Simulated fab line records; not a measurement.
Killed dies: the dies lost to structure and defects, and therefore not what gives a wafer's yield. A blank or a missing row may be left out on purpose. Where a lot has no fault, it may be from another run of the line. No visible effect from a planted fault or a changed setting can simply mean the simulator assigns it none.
Matching of chambers || flow n5 finfet || 4 sister chambers for N5_BEOL_M4_ETCH_77 on rie diel-03
The step etches underlayer in N2/H2, target depth 6.5 nm, time 5.2 s. 24 wafers are shown with their chamber, then 12 later ones without.

## WAFERS PAIRED WITH THEIR CHAMBERS
{"wafer": "L077.1", "chamber": 2, "showerhead plenum p Torr (Torr)": 2.42, "throttle valve pct (%)": 17.78, "oes product au (a.u.)": 0.62}
{"wafer": "L077.2", "chamber": 3, "showerhead plenum p Torr (Torr)": 2.51, "throttle valve pct (%)": 18.27, "oes product au (a.u.)": 0.60}
{"wafer": "L077.3", "chamber": 1, "showerhead plenum p Torr (Torr)": 2.63, "throttle valve pct (%)": 17.83, "oes product au (a.u.)": 0.62}
{"wafer": "L077.4", "chamber": 1, "showerhead plenum p Torr (Torr)": 2.63, "throttle valve pct (%)": 17.81, "oes product au (a.u.)": 0.61}
{"wafer": "L077.5", "chamber": 3, "showerhead plenum p Torr (Torr)": 2.51, "throttle valve pct (%)": 18.24, "oes product au (a.u.)": 0.59}
{"wafer": "L077.6", "chamber": 2, "showerhead plenum p Torr (Torr)": 2.42, "throttle valve pct (%)": 17.74, "oes product au (a.u.)": 0.62}
{"wafer": "L078.1", "chamber": 3, "showerhead plenum p Torr (Torr)": 2.51, "throttle valve pct (%)": 18.29, "oes product au (a.u.)": 0.59}
{"wafer": "L078.2", "chamber": 2, "showerhead plenum p Torr (Torr)": 2.42, "throttle valve pct (%)": 17.77, "oes product au (a.u.)": 0.61}
{"wafer": "L078.5", "chamber": 2, "showerhead plenum p Torr (Torr)": 2.42, "throttle valve pct (%)": 17.77, "oes product au (a.u.)": 0.61}
{"wafer": "L081.2", "chamber": 2, "showerhead plenum p Torr (Torr)": 2.42, "throttle valve pct (%)": 17.78, "oes product au (a.u.)": 0.61}
{"wafer": "L081.3", "chamber": 1, "showerhead plenum p Torr (Torr)": 2.63, "throttle valve pct (%)": 17.83, "oes product au (a.u.)": 0.61}
{"wafer": "L081.6", "chamber": 2, "showerhead plenum p Torr (Torr)": 2.42, "throttle valve pct (%)": 17.82, "oes product au (a.u.)": 0.61}
{"wafer": "L083.3", "chamber": 0, "showerhead plenum p Torr (Torr)": 2.50, "throttle valve pct (%)": 17.31, "oes product au (a.u.)": 0.82}
{"wafer": "L083.5", "chamber": 1, "showerhead plenum p Torr (Torr)": 2.63, "throttle valve pct (%)": 17.86, "oes product au (a.u.)": 0.61}
{"wafer": "L083.6", "chamber": 0, "showerhead plenum p Torr (Torr)": 2.50, "throttle valve pct (%)": 17.32, "oes product au (a.u.)": 0.82}
{"wafer": "L084.2", "chamber": 0, "showerhead plenum p Torr (Torr)": 2.49, "throttle valve pct (%)": 17.35, "oes product au (a.u.)": 0.79}
{"wafer": "L084.5", "chamber": 2, "showerhead plenum p Torr (Torr)": 2.41, "throttle valve pct (%)": 17.81, "oes product au (a.u.)": 0.60}
{"wafer": "L084.6", "chamber": 0, "showerhead plenum p Torr (Torr)": 2.50, "throttle valve pct (%)": 17.33, "oes product au (a.u.)": 0.79}
{"wafer": "L086.1", "chamber": 2, "showerhead plenum p Torr (Torr)": 2.41, "throttle valve pct (%)": 17.82, "oes product au (a.u.)": 0.62}
{"wafer": "L086.3", "chamber": 0, "showerhead plenum p Torr (Torr)": 2.50, "throttle valve pct (%)": 17.35, "oes product au (a.u.)": 0.80}
{"wafer": "L086.5", "chamber": 0, "showerhead plenum p Torr (Torr)": 2.50, "throttle valve pct (%)": 17.33, "oes product au (a.u.)": 0.80}
{"wafer": "L085.3", "chamber": 1, "showerhead plenum p Torr (Torr)": 2.62, "throttle valve pct (%)": 17.88, "oes product au (a.u.)": 0.60}
{"wafer": "L085.4", "chamber": 1, "showerhead plenum p Torr (Torr)": 2.62, "throttle valve pct (%)": 17.86, "oes product au (a.u.)": 0.60}
{"wafer": "L085.6", "chamber": 2, "showerhead plenum p Torr (Torr)": 2.41, "throttle valve pct (%)": 17.82, "oes product au (a.u.)": 0.60}

SIGNATURES (means of the wafers above)
{"reading": "showerhead plenum p Torr", "chamber 0": 2.4983, "chamber 1": 2.6267, "chamber 2": 2.4167, "chamber 3": 2.5100, "scatter within a chamber": 0.00456}
{"reading": "throttle valve pct", "chamber 0": 17.3317, "chamber 1": 17.8450, "chamber 2": 17.7900, "chamber 3": 18.2667, "scatter within a chamber": 0.025}
{"reading": "oes product au", "chamber 0": 0.8033, "chamber 1": 0.6083, "chamber 2": 0.6111, "chamber 3": 0.5933, "scatter within a chamber": 0.00941}
Rule: distance of a wafer from a chamber = root of the sum over the readings of ((wafer's reading minus chamber's mean) / reading's scatter) squared. If the next closest chamber is less than 2 further off than the closest, the wafer can't be placed; otherwise it belongs to the closest. The scatter is the square root of a quotient: the sum, over the shown wafers, of each reading's squared deviation from its chamber's mean, divided by wafers minus chambers.

## WAFERS WITH NO CHAMBER GIVEN
{"wafer": "L087.2", "showerhead plenum p Torr (Torr)": 2.41, "throttle valve pct (%)": 17.79, "oes product au (a.u.)": 0.61}
{"wafer": "L087.4", "showerhead plenum p Torr (Torr)": 2.62, "throttle valve pct (%)": 17.87, "oes product au (a.u.)": 0.60}
{"wafer": "L087.5", "showerhead plenum p Torr (Torr)": 2.41, "throttle valve pct (%)": 17.83, "oes product au (a.u.)": 0.61}
{"wafer": "L091.1", "showerhead plenum p Torr (Torr)": 2.41, "throttle valve pct (%)": 17.84, "oes product au (a.u.)": 0.60}
{"wafer": "L091.4", "showerhead plenum p Torr (Torr)": 2.51, "throttle valve pct (%)": 17.86, "oes product au (a.u.)": 0.81}
{"wafer": "L091.5", "showerhead plenum p Torr (Torr)": 2.51, "throttle valve pct (%)": 17.85, "oes product au (a.u.)": 0.81}
{"wafer": "L092.4", "showerhead plenum p Torr (Torr)": 2.50, "throttle valve pct (%)": 17.88, "oes product au (a.u.)": 0.80}
{"wafer": "L092.5", "showerhead plenum p Torr (Torr)": 2.49, "throttle valve pct (%)": 17.35, "oes product au (a.u.)": 0.76}
{"wafer": "L092.6", "showerhead plenum p Torr (Torr)": 2.50, "throttle valve pct (%)": 17.85, "oes product au (a.u.)": 0.79}
{"wafer": "L097.1", "showerhead plenum p Torr (Torr)": 2.50, "throttle valve pct (%)": 17.90, "oes product au (a.u.)": 0.77}
{"wafer": "L097.3", "showerhead plenum p Torr (Torr)": 2.50, "throttle valve pct (%)": 17.93, "oes product au (a.u.)": 0.78}
{"wafer": "L097.5", "showerhead plenum p Torr (Torr)": 2.48, "throttle valve pct (%)": 17.39, "oes product au (a.u.)": 0.73}

## WHICH CHAMBER EACH WENT THROUGH
{"wafer": "L087.2", "from the rows above": 2, "in truth": 2}
{"wafer": "L087.4", "from the rows above": 1, "in truth": 1}
{"wafer": "L087.5", "from the rows above": 2, "in truth": 2}
{"wafer": "L091.1", "from the rows above": 2, "in truth": 2}
{"wafer": "L091.4", "from the rows above": 0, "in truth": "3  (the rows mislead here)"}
{"wafer": "L091.5", "from the rows above": 0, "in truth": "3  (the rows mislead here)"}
{"wafer": "L092.4", "from the rows above": 0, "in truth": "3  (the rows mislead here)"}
{"wafer": "L092.5", "from the rows above": 0, "in truth": 0}
{"wafer": "L092.6", "from the rows above": 0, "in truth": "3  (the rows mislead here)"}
{"wafer": "L097.1", "from the rows above": "can't be placed: 0 or 3", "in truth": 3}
{"wafer": "L097.3", "from the rows above": "can't be placed: 0 or 3", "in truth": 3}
{"wafer": "L097.5", "from the rows above": 0, "in truth": 0}
6 of 12 placed correctly. From these rows, 2 cannot be placed; in 2 the true chamber is one of the candidates. Placed wrongly: 4.
